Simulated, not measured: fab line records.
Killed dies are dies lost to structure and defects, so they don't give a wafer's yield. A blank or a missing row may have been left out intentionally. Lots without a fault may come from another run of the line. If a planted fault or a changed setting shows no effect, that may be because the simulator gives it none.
fab line records	flow n5Finfet
[record] lots = 11	wafers = 33	lastDay = 18
route steps=1938 shown BEOL_M0@738 MIM_BOT_LITHO@1865 TV_OPEN@1888 PASSIVATION@1936
lots untouched by any fault: they come from a run of this same line in which no faults occurred
startH: hours from the record's first day to the start of the lot's first wafer shown	waitH: hours elapsed since this lot's preceding step	" unchanged from the row above	L1.1+2: a row that stands for several wafers	- value missing, or start not given	* or withheld: withheld	< > ~ a bound
route shown NAME@n: names a module that has steps shown in the file, with the first one's number in the route	usual: mean/standard deviation taken from wafers without a fault	same: alike in all rows	chamber/n: place in a boat	sites: the reading at each site	_std_site: the standard deviation of these	_edge_site: mean of outer sites minus mean of inner sites	radiusMm: for every site, how far away it sits from the centre of the wafer	mask NAME#n: copy n	behind: tool/chamber where the wafer was last shaped	hold: why the lot was held/for how many hours/how that ended	device: whichever transistor did not switch (one of n, p or np)	end of line: tests run on the same wafers once the route is complete	for a step that has no rows: nothing shown but its recipe	killed: not the wafer's yield, but the dies lost to structure and defects at the first sort	map: shows each die of a wafer: x if killed, . if not, _ if none is there
set.NAME: the setting as run; set.NAME@STEP: as run at that earlier step	model.NAME: the simulator's own value behind a step, which no gauge read
the route's steps for a sample of lots (tables are steps, rows are wafers)
services: a tool's chamber out of use, with start hour (startH, from the record's first day; less than 0 if before it), hours out, and reason
[[steps]]
[step N5_BEOL_M0_SPUTTER_134]
[recipe] material = Cu	targetThkA = 40	tempC = -20	chamberPressurePa = 0.07	powerW = withheld	timeS = 7.37
[usual] chuckGasFlowSccm = 1.27/0.051	throttleValvePct = 29.7/0.94
lot.wafer	tool	chamber	startH	waitH	chuckGasFlowSccm	throttleValvePct
L402.1	pvdSputter-03	-	118.37	0.0	1.24	29.8
L402.2	"	-	"	"	1.25	28.7
L402.6	"	-	"	"	1.26	30.9
L403.1	pvdSputter-02	-	125.85	0.0	1.22	30.6
L403.4	"	-	"	"	1.30	29.8
L403.5	"	-	"	"	1.23	30.7
L404.1	pvdSputter-01	-	128.42	0.0	1.25	30.3
L404.2	"	-	"	"	1.34	29.1
L404.4	"	-	"	"	1.21	30.1
L405.2	pvdSputter-03	-	138.62	0.0	1.23	30.9
L405.5	"	-	"	"	1.19	29.6
L405.6	"	-	"	"	1.30	31.2
L408.3	pvdSputter-02	-	163.02	0.0	1.19	27.8
L408.5	"	-	"	"	1.25	30.7
L408.6	"	-	"	"	1.28	29.8
L409.1	pvdSputter-02	-	165.58	0.0	1.33	29.8
L409.3	"	-	"	"	1.23	30.9
L409.5	"	-	"	"	1.35	29.6
L415.1	pvdSputter-02	-	194.29	0.0	1.35	30.2
L415.3	"	-	"	"	1.25	29.6
L415.5	"	-	"	"	1.24	29.4
L420.2	pvdSputter-01	-	223.28	0.0	1.44	28.7
L420.3	"	-	"	"	1.32	28.8
L420.5	"	-	"	"	1.33	28.7
L421.1	pvdSputter-01	-	237.45	0.0	1.35	28.6
L421.3	"	-	"	"	1.28	30.0
L421.6	"	-	"	"	1.27	29.0
L422.2	pvdSputter-03	-	248.23	0.0	1.24	29.8
L422.3	"	-	"	"	1.30	31.4
L422.5	"	-	"	"	1.30	29.5
L424.3	pvdSputter-03	-	262.93	0.0	1.25	30.7
L424.4	"	-	"	"	1.27	29.9
L424.5	"	-	"	"	1.19	29.0
[step N5_MIM_BOT_LITHO_DESCUM_10]
[recipe] chemistry = O2	timeS = 7.9	sourcePowerW = 50	biasPowerW = 20	pressureMtorr = 20	rfFrequencyHz = 2.712e+07	tempC = 40	o2FlowSccm = 225
[usual] drypumpMotorCurrentA = 5.8/0.38	oesProductAu = 0.81/0.087	rfVppV = 242.8/1.3	showerheadPlenumPTorr = 2.06/0.068	throttleValvePct = 20.43/0.25
lot.wafer	tool	chamber	startH	waitH	drypumpMotorCurrentA	oesProductAu	rfHoursCounterH	rfVppV	showerheadPlenumPTorr	throttleValvePct
L402.1	rieDiel-06	0	259.51	0.0	5.8	0.87	51	242.4	2.04	20.37
L402.2	"	1	"	"	6.0	0.72	194	243.2	2.08	20.67
L402.6	"	0	"	"	5.8	0.89	-	241.3	2.04	20.37
L403.1	rieDiel-05	1	263.34	0.3	5.1	0.88	54	241.8	2.03	20.17
L403.4	"	1	"	"	5.1	0.89	-	241.8	2.03	20.15
L403.5	"	2	"	"	6.2	0.87	-	244.2	2.12	20.42
L404.1	rieDiel-06	3	266.01	0.1	6.2	0.73	193	242.1	2.00	20.56
L404.2	"	1	"	"	6.0	0.72	196	244.3	2.08	20.69
L404.4	"	2	"	"	5.9	0.90	44	242.4	2.05	20.10
L405.2	rieDiel-05	0	272.84	0.2	5.7	0.82	90	243.2	2.02	20.29
L405.5	"	0	"	"	5.7	0.82	-	240.7	2.02	20.28
L405.6	"	2	"	"	6.2	0.86	-	244.5	2.12	20.44
L408.3	rieDiel-02	3	306.47	0.1	6.1	0.67	244	241.0	1.97	20.99
L408.5	"	2	"	"	6.2	0.71	-	244.1	2.16	20.98
L408.6	"	1	"	"	5.0	0.68	-	242.1	1.97	20.43
L415.1	rieDiel-05	3	320.79	0.0	5.8	0.95	13	243.9	2.04	20.12
L415.3	"	0	"	"	5.6	0.80	109	242.1	2.01	20.31
L415.5	"	3	"	"	5.7	0.94	-	242.5	2.04	20.14
L409.1	rieDiel-06	3	324.39	0.1	6.2	0.71	214	240.0	1.99	20.59
L409.3	"	1	"	"	6.0	0.71	216	241.9	2.07	20.70
L409.5	"	2	"	"	5.9	0.87	-	242.6	2.05	20.14
L420.2	rieDiel-06	2	364.14	0.0	5.9	0.85	80	243.1	2.04	20.17
L420.3	"	1	"	"	6.0	0.70	231	243.5	2.06	20.73
L420.5	"	1	"	"	6.0	0.70	-	243.2	2.06	20.72
L421.1	rieDiel-06	1	376.56	0.2	6.0	0.69	236	242.8	2.06	20.73
L421.3	"	3	"	"	6.1	0.71	234	241.9	1.98	20.61
L421.6	"	1	"	"	6.0	0.69	-	242.9	2.06	20.74
L422.2	rieDiel-05	0	383.35	0.0	5.6	0.77	134	241.1	2.00	20.33
L422.3	"	1	"	"	5.1	0.82	97	241.9	2.02	20.23
L422.5	"	1	"	"	5.1	0.83	-	242.8	2.01	20.23
L424.3	rieDiel-06	1	411.34	0.4	6.0	0.69	-	242.9	2.06	20.76
L424.4	"	2	"	"	5.9	0.83	-	241.0	2.04	20.17
L424.5	"	1	"	"	6.0	0.68	-	242.1	2.06	20.75
[step N5_PASSIVATION_VIA_ETCH_13]
[recipe] chemistry = CHF3/O2	target = SiO2	targetDepthA = 6600	CHF3_flow_sccm = 50	O2_flow_sccm = 5	Ar_flow_sccm = 200	timeS = 330	maskMaterial = PR	pressureMtorr = 30	sourceW = 650	biasW = 170	ionEnergyEv = 200	ends = cleared
[usual] drypumpMotorCurrentA = 5.7/0.42	etchRfOnTimeS = 236/4.3	oesProductAu = 0.75/0.061	rfVppV = 526/5	showerheadPlenumPTorr = 2.44/0.086	throttleValvePct = 18.80/0.19
lot.wafer	tool	chamber	startH	waitH	drypumpMotorCurrentA	etchRfOnTimeS	oesProductAu	rfHoursCounterH	rfVppV	showerheadPlenumPTorr	throttleValvePct
L402.1	rieDiel-04	3	261.04	0.0	6.5	241	0.63	226	521	2.29	19.00
L402.2	"	0	"	"	5.8	238	0.88	1	536	2.47	18.72
L402.6	"	3	"	"	6.5	243	0.63	-	520	2.29	19.01
L403.1	rieDiel-04	0	266.13	0.0	5.8	235	0.86	4	535	2.47	18.71
L403.4	"	3	"	"	6.5	246	0.63	-	518	2.29	19.02
L403.5	"	0	"	"	5.8	239	0.85	-	537	2.47	18.72
L404.1	rieDiel-01	3	267.85	0.0	5.4	225	0.76	76	529	2.44	18.84
L404.2	"	1	"	"	6.0	234	0.75	64	530	2.54	18.42
L404.4	"	2	"	"	5.5	232	0.84	17	523	2.38	18.71
L405.2	rieDiel-04	3	275.47	0.0	6.5	240	0.63	232	519	2.29	19.01
L405.5	"	3	"	"	6.5	245	0.63	-	519	2.29	19.03
L405.6	"	1	"	"	5.7	239	0.73	-	529	2.33	18.56
L408.3	rieDiel-04	0	309.78	0.0	5.8	238	0.82	19	535	2.46	18.74
L408.5	"	2	"	"	5.8	240	0.85	-	522	2.47	18.77
L408.6	"	1	"	"	5.7	239	0.72	-	529	2.32	18.59
L415.1	rieDiel-04	3	322.72	0.0	6.5	241	0.62	249	518	2.28	19.05
L415.3	"	2	"	"	5.8	230	0.84	15	522	2.46	18.77
L415.5	"	2	"	"	5.8	236	0.83	-	522	2.46	18.77
L409.1	rieDiel-03	1	329.54	0.0	5.9	229	0.73	88	522	2.44	18.85
L409.3	"	3	"	"	4.8	229	0.72	95	524	2.33	19.12
L409.5	"	1	"	"	5.9	233	0.74	-	520	2.43	18.86
L420.2	rieDiel-01	0	366.39	0.0	5.1	233	0.72	110	525	2.52	18.93
L420.3	"	2	"	"	5.5	233	0.79	47	523	2.36	18.75
L420.5	"	3	"	"	5.4	230	0.73	-	531	2.42	18.93
L421.1	rieDiel-04	0	380.60	0.0	5.8	236	0.77	45	532	2.45	18.79
L421.3	"	2	"	"	5.7	237	0.80	33	521	2.46	18.79
L421.6	"	0	"	"	5.8	243	0.76	-	535	2.45	18.80
L422.2	rieDiel-01	2	385.38	0.0	5.6	232	0.78	53	523	2.36	18.77
L422.3	"	1	"	"	5.9	234	0.71	96	530	2.52	18.50
L422.5	"	0	"	"	5.1	237	0.71	-	523	2.52	18.93
L424.3	rieDiel-01	1	414.66	0.0	5.9	236	0.70	105	530	2.52	18.51
L424.4	"	3	"	"	5.4	236	0.71	-	530	2.42	18.94
L424.5	"	0	"	"	5.0	244	0.70	-	525	2.52	18.96
[step N5_PASSIVATION_PROBE_49]
[usual] defectLimitedYield = 91.1/1.3	killed_at_M0_to_M3 = 34/10	killed_at_M4_up = 14/5.7	killedAtContacts = 12/5.9	killedAtFrontEnd = 41/12	killedAtOther = 4/3.1	killedDies = 105/15	killedOpen = 69/11	killedShort = 35/7.8	sort_bin_5_function = 5.3/0.81	sort_bin_6_memory = 3.3/0.75	sort_bin_8_speed = 0.00/0.007	sortNPass = 1075/15	sortYieldPct = 91.1/1.3
[same] grossDies = 1180	killedAtBackSide = 0	sort_bin_4_leakage[%] = 0
lot.wafer	tool	chamber	startH	waitH	defectLimitedYield[%]	killed_at_M0_to_M3	killed_at_M4_up	killedAtContacts	killedAtFrontEnd	killedAtOther	killedDies	killedOpen	killedShort	sort_bin_5_function[%]	sort_bin_6_memory[%]	sort_bin_8_speed[%]	sortNPass	sortYieldPct[%]
L405.2	prober-02	-	282.13	0.1	90.9	41	5	23	35	3	107	75	31	6.3	2.5	0	1073	90.9
L405.5	prober-02	-	282.28	0.2	90.8	41	10	24	31	2	108	76	31	5.4	3.6	0	1072	90.8
L405.6	prober-02	-	282.33	0.3	91.6	46	6	16	30	1	99	66	30	5.3	2.5	0	1081	91.6
L408.3	prober-01	-	316.74	0.1	91.2	36	23	11	30	4	104	75	29	5.3	3.4	0	1076	91.2
L408.5	prober-01	-	316.84	0.2	92.0	22	12	22	30	8	94	58	34	4.7	2.9	0	1086	92.0
L408.6	prober-01	-	316.89	0.3	90.9	37	22	15	32	1	107	73	34	4.5	4.3	0	1073	90.9
L415.1	prober-02	-	330.19	0.0	81.0	142	18	5	52	7	224	64	41	11.8	4.2	0	956	81.0
L415.3	prober-02	-	330.29	0.1	86.2	65	15	6	71	6	163	111	48	6.9	6.1	0	1017	86.2
L415.5	prober-02	-	330.39	0.2	89.2	46	8	7	65	2	128	86	41	5.9	4.6	0	1052	89.2
L409.1	prober-01	-	336.50	0.0	90.6	43	13	9	44	2	111	71	40	5.9	3.1	0	1069	90.6
L409.3	prober-01	-	336.60	0.1	89.3	40	13	20	51	2	126	79	47	6.2	4.2	0	1054	89.3
L409.5	prober-01	-	336.70	0.2	90.4	34	14	32	30	3	113	72	41	5.8	3.4	0	1067	90.4
// killed by level:class
L405.2 MOL_CONTACT_COAG:geometricParticle:open=21 BEOL_M2:geometricParticle:open=16 BEOL_M0_SAQP:geometricParticle:short=9 BEOL_M2:geometricParticle:short=7 GATE_CUT:geometricParticle:open=6 FIN_SAQP:geometricParticle:open=5 STI_FIN_REVEAL:geometricParticle:open=5 BEOL_M0_SAQP:geometricParticle:open=4
L405.5 MOL_CONTACT_COAG:geometricParticle:open=21 BEOL_M2:geometricParticle:open=10 BEOL_M3:geometricParticle:open=7 BEOL_M4:geometricParticle:open=7 BEOL_M0_SAQP:geometricParticle:short=6 FIN_SAQP:geometricParticle:open=4 STI_FIN_REVEAL:geometricParticle:open=4 DUMMY_GATE:geometricParticle:open=4
L405.6 MOL_CONTACT_COAG:geometricParticle:open=14 BEOL_M2:geometricParticle:open=11 BEOL_M0_SAQP:geometricParticle:short=11 BEOL_M1:geometricParticle:open=7 STI_FIN_REVEAL:geometricParticle:open=6 BEOL_M2:geometricParticle:short=6 BEOL_M4:geometricParticle:open=5 FIN_SAQP:geometricParticle:open=4
L408.3 BEOL_M0_SAQP:geometricParticle:open=13 STI_FIN_REVEAL:geometricParticle:open=9 BEOL_M4:geometricParticle:open=9 BEOL_M5:geometricParticle:open=9 GATE_CUT:geometricParticle:short=7 MOL_CONTACT_COAG:geometricParticle:open=7 BEOL_M0_SAQP:geometricParticle:short=6 BEOL_M3:geometricParticle:open=6
L408.5 MOL_CONTACT_COAG:geometricParticle:open=17 GATE_CUT:geometricParticle:short=11 STI_FIN_REVEAL:geometricParticle:open=9 MOL_CONTACT_COAG:geometricParticle:short=5 BEOL_M0_SAQP:geometricParticle:open=5 BEOL_M1:geometricParticle:open=5 BEOL_M0_SAQP:geometricParticle:short=4 PAD_METAL:geometricParticle:short=4
L408.6 MOL_CONTACT_COAG:geometricParticle:open=11 STI_FIN_REVEAL:geometricParticle:open=10 BEOL_M4:geometricParticle:open=9 BEOL_M0_SAQP:geometricParticle:open=6 BEOL_M0_SAQP:geometricParticle:short=6 BEOL_M1:geometricParticle:open=6 BEOL_M2:geometricParticle:open=6 BEOL_M3:geometricParticle:open=5
L415.1 BEOL_M0:unspecified=117 FIN_SAQP:geometricParticle:short=14 STI_FIN_REVEAL:geometricParticle:open=12 BEOL_M2:geometricParticle:open=7 FIN_SAQP:geometricParticle:open=6 BEOL_M0_SAQP:geometricParticle:short=6 BEOL_M3:geometricParticle:open=5 STI_FIN_REVEAL:geometricParticle:short=4
L415.3 BEOL_M0_SAQP:geometricParticle:open=17 FIN_SAQP:geometricParticle:short=15 STI_FIN_REVEAL:geometricParticle:open=15 BEOL_M0_SAQP:geometricParticle:short=13 FIN_SAQP:geometricParticle:open=11 DUMMY_GATE:geometricParticle:open=11 BEOL_M1:geometricParticle:open=11 BEOL_M2:geometricParticle:open=8
L415.5 STI_FIN_REVEAL:geometricParticle:open=25 FIN_SAQP:geometricParticle:short=10 BEOL_M0_SAQP:geometricParticle:open=8 BEOL_M0_SAQP:geometricParticle:short=8 BEOL_M1:geometricParticle:open=8 FIN_SAQP:geometricParticle:open=6 STARTING-WAFER:geometricParticle:open=6 BEOL_M3:geometricParticle:open=6
L409.1 FIN_SAQP:geometricParticle:open=10 MOL_CONTACT_COAG:geometricParticle:open=8 FIN_SAQP:geometricParticle:short=7 GATE_CUT:geometricParticle:short=7 BEOL_M0_SAQP:geometricParticle:short=7 BEOL_M1:geometricParticle:open=7 BEOL_M3:geometricParticle:open=7 BEOL_M0_SAQP:geometricParticle:open=6
L409.3 FIN_SAQP:geometricParticle:short=18 MOL_CONTACT_COAG:geometricParticle:open=17 FIN_SAQP:geometricParticle:open=8 BEOL_M0_SAQP:geometricParticle:short=8 BEOL_M3:geometricParticle:open=7 STI_FIN_REVEAL:geometricParticle:open=6 BEOL_M1:geometricParticle:open=6 BEOL_M0_SAQP:geometricParticle:open=5
L409.5 MOL_CONTACT_COAG:geometricParticle:open=25 FIN_SAQP:geometricParticle:open=9 MOL_CONTACT_COAG:geometricParticle:short=7 BEOL_M0_SAQP:geometricParticle:open=7 BEOL_M1:geometricParticle:open=6 BEOL_M0_SAQP:geometricParticle:short=6 FIN_SAQP:geometricParticle:short=5 BEOL_M2:geometricParticle:open=4
[[services]]
tool	chamber	startH	hours	kind
rieDiel-01	0	102.36	22.0	repair
rieDiel-04	1	105.96	14.5	repair
rieDiel-05	3	117.14	1.4	repair
pvdSputter-03	-	119.61	1.0	repair
rieDiel-04	3	120.72	9.8	repair
rieDiel-04	-	150.63	0.2	repair
rieDiel-05	0	158.30	8.1	repair
rieDiel-01	2	163.08	6.8	repair
rieDiel-04	0	179.56	5.8	repair
rieDiel-04	3	185.77	45.5	repair
rieDiel-06	2	209.85	1.5	repair
rieDiel-04	-	226.56	15.6	pm
rieDiel-04	1	246.44	6.6	repair
rieDiel-04	2	248.61	3.7	repair
rieDiel-06	1	249.84	9.5	repair
rieDiel-06	0	274.73	1.6	repair
rieDiel-06	0	276.83	7.2	repair
rieDiel-04	1	326.25	8.7	repair
rieDiel-04	3	329.91	4.1	repair
rieDiel-04	2	347.19	1.6	repair
rieDiel-06	1	352.27	2.4	repair
rieDiel-06	2	368.01	12.3	repair
rieDiel-04	2	381.90	8.8	repair
rieDiel-06	0	407.54	13.2	repair
[[key]]
[firstSign] step = N5_PASSIVATION_PROBE_49	reading = killed_at_M0_to_M3	direction = up	sigmas = 11	usual = 34	struck = 142
[effect] step = N5_PASSIVATION_PROBE_49	reading = defectLimitedYield	direction = down	sigmas = 7.7	usual = 91.1	struck = 81.0
[moreKillsBornAt] N5_BEOL_M0_SPUTTER_134@pvdSputter-02 = 117
metAt N5_BEOL_M0_SPUTTER_134
struckLots L415
struckWafers L415.1
notActingAt N5_MIM_BOT_LITHO_DESCUM_10,N5_PASSIVATION_VIA_ETCH_13
onsetBetween 165.58 194.29
[fault] kind = chamberParticleSource	tool = pvdSputter-02	chamber = -	onsetH = 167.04	steps = N5_BEOL_M0_SPUTTER_134	ratePerVisitCm2 = 0.97949	endH = 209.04	scope = struckWafersOnly
